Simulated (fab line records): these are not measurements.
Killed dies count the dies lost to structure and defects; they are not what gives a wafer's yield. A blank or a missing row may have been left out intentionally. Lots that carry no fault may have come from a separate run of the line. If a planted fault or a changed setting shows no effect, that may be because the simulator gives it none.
Chamber matching -- flow n5 finfet -- pecvd-02 running N5_BEOL_M5_ILD_DEP_00: 3 sister chambers
The step deposits SiCOH lowk from DEMS/porogen, target thk 140.64 nm, time 25.9 s. 27 wafers are shown with their chamber, then 12 later ones without.

## EACH WAFER AND ITS CHAMBER
wafer,chamber,throttle valve pct (%),showerhead plenum p Torr (Torr),heater power w (W)
L077.2,2,13.6,5.767,280
L077.4,0,12.9,5.742,267
L077.6,2,13.7,5.750,215
L076.3,0,12.9,5.763,305
L076.4,0,12.8,5.769,309
L076.6,2,13.3,5.750,279
L074.1,0,13.1,5.772,262
L074.3,1,14.7,5.743,295
L074.5,0,12.8,5.777,272
L079.1,2,13.2,5.772,227
L079.2,1,14.7,5.739,317
L079.3,0,12.8,5.765,303
L079.4,0,12.9,5.765,320
L079.5,1,14.6,5.736,325
L079.6,2,13.5,5.761,230
L082.2,2,13.6,5.757,237
L082.4,1,14.5,5.733,275
L082.5,2,13.4,5.754,246
L084.1,1,14.9,5.740,277
L084.2,0,13.0,5.764,293
L084.4,0,13.2,5.757,303
L085.2,1,14.8,5.739,296
L085.3,2,13.5,5.764,259
L085.6,2,13.6,5.749,269
L086.2,1,14.5,5.754,249
L086.4,2,13.5,5.755,280
L086.5,1,14.6,5.725,267

SIGNATURES (means of the wafers above)
reading,chamber 0,chamber 1,chamber 2,scatter within a chamber
throttle valve pct,12.933,14.662,13.490,0.145
showerhead plenum p Torr,5.76378,5.73862,5.75790,0.00874
heater power w,292.67,287.62,252.20,23.6
Rule: distance of a wafer from a chamber = root of the sum over the readings of ((wafer's reading minus chamber's mean) / reading's scatter) squared. The wafer belongs to the nearest chamber; if the next one is less than 2 further off, it can't be placed. The scatter is the square root of a quotient: the sum, over the shown wafers, of each reading's squared deviation from its chamber's mean, divided by wafers minus chambers.

## WAFERS WITHOUT THEIR CHAMBER
wafer,throttle valve pct (%),showerhead plenum p Torr (Torr),heater power w (W)
L091.2,13.0,5.762,329
L091.5,14.7,5.738,277
L091.6,13.4,5.765,329
L093.2,13.4,5.777,259
L093.3,14.6,5.735,323
L093.6,13.8,5.749,272
L096.1,13.7,5.760,245
L096.4,13.5,5.747,247
L096.6,14.5,5.741,310
L097.3,13.3,5.769,302
L097.4,14.7,5.730,275
L097.6,13.6,5.749,232

## WHICH CHAMBER EACH ONE RAN IN
wafer,from the rows above,in truth
L091.2,0,0
L091.5,1,1
L091.6,can't be placed: 2 or 0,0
L093.2,can't be placed: 2 or 0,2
L093.3,1,1
L093.6,2,2
L096.1,2,2
L096.4,2,2
L096.6,1,1
L097.3,can't be placed: 0 or 2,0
L097.4,1,1
L097.6,2,2
Correct placement for 9 of the 12. Unplaceable from these rows: 3, with the true chamber sitting among the candidates in 3. Wrongly placed: 0.
